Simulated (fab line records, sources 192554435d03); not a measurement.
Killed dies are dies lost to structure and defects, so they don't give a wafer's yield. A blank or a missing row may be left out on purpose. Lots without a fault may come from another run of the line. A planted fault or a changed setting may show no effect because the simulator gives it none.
Chamber matching | flow n5_finfet | N5_MOL_CONTACT_COAG_ETCH_89 on rie_diel-05: 4 sister chambers
The step etches underlayer in N2/H2, target depth 13 nm, time 10.4 s. 4 wafers are shown with their chamber, then 12 later ones without.

WAFERS WITH THEIR CHAMBER
wafer  | chamber | showerhead_plenum_p_Torr (Torr)
L083.4 | 3       | 2.38
L088.1 | 1       | 2.60
L090.3 | 2       | 2.64
L090.6 | 0       | 2.63

WAFERS WITHOUT THEIR CHAMBER
wafer  | showerhead_plenum_p_Torr (Torr)
L092.2 | 2.64
L092.3 | 2.70
L092.4 | 2.60
L093.1 | 2.70
L093.2 | 2.64
L093.5 | 2.64
L095.1 | 2.59
L095.3 | 2.63
L095.4 | 2.70
L097.2 | 2.59
L097.4 | 2.69
L097.5 | 2.63

WHICH CHAMBER EACH WENT THROUGH
wafer  | from the rows above          | in truth
L092.2 | can't be placed: 2 or 0 or 1 | 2
L092.3 | can't be placed: 2 or 0 or 1 | 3
L092.4 | can't be placed: 1 or 0 or 2 | 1
L093.1 | can't be placed: 2 or 0 or 1 | 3
L093.2 | can't be placed: 2 or 0 or 1 | 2
L093.5 | can't be placed: 2 or 0 or 1 | 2
L095.1 | can't be placed: 1 or 0 or 2 | 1
L095.3 | can't be placed: 0 or 2 or 1 | 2
L095.4 | can't be placed: 2 or 0 or 1 | 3
L097.2 | can't be placed: 1 or 0 or 2 | 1
L097.4 | can't be placed: 2 or 0 or 1 | 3
L097.5 | can't be placed: 0 or 2 or 1 | 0
Placed correctly: 0 of 12. Can't be placed from these rows: 12 (the true chamber is among the candidates in 8). Placed wrongly: 0.
How it was worked out, from the rows above alone: a wafer's distance from a chamber is the root of the sum, over the readings, of the square of ((its reading less the chamber's mean) divided by the reading's scatter). The wafer belongs to the nearest chamber; if the next one is less than 2 further off, it can't be placed. A chamber's mean is the mean of its shown wafers. The scatter: with one shown wafer a chamber, the root of the mean of the squares of how far each hidden wafer lies from its nearest shown one.
